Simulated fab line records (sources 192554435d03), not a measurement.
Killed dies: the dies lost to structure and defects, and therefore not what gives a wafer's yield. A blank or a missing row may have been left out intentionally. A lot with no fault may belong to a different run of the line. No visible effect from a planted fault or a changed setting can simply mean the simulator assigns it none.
Chamber matching    flow n5Finfet    N5_BEOL_M3_DESCUM_16 on rieDiel-04: 4 sister chambers
The step chemistry O2, time 7 s. 4 wafers are shown with their chamber, then 8 later ones without.

## WAFERS PAIRED WITH THEIR CHAMBERS
wafer   chamber  drypumpMotorCurrentA (A)
L082.1  3        6.21
L088.3  2        5.60
L088.4  1        6.02
L090.2  0        5.51

## WAFERS WITHOUT THEIR CHAMBER
wafer   drypumpMotorCurrentA (A)
L090.5  5.62
L090.6  6.20
L092.1  6.21
L092.2  5.61
L092.5  6.02
L095.1  6.21
L095.2  5.63
L095.3  6.03

## WHICH CHAMBER EACH WENT THROUGH
wafer   from the rows above  in truth
L090.5  2                    2
L090.6  3                    3
L092.1  3                    3
L092.2  2                    2
L092.5  1                    1
L095.1  3                    3
L095.2  2                    2
L095.3  1                    1
8 of 8 placed correctly. Number that these rows cannot place: 0. Placed wrongly: 0.
How it was worked out, from the rows above alone: a wafer's distance from a chamber is the root of the sum, over the readings, of the square of ((its reading less the chamber's mean) divided by the reading's scatter). If the next closest chamber is less than 2 further off than the closest, the wafer can't be placed; otherwise it belongs to the closest. Each chamber's mean is taken over the wafers shown for it. The scatter: root of mean squared gap, hidden wafer to nearest shown wafer, with one shown wafer a chamber.
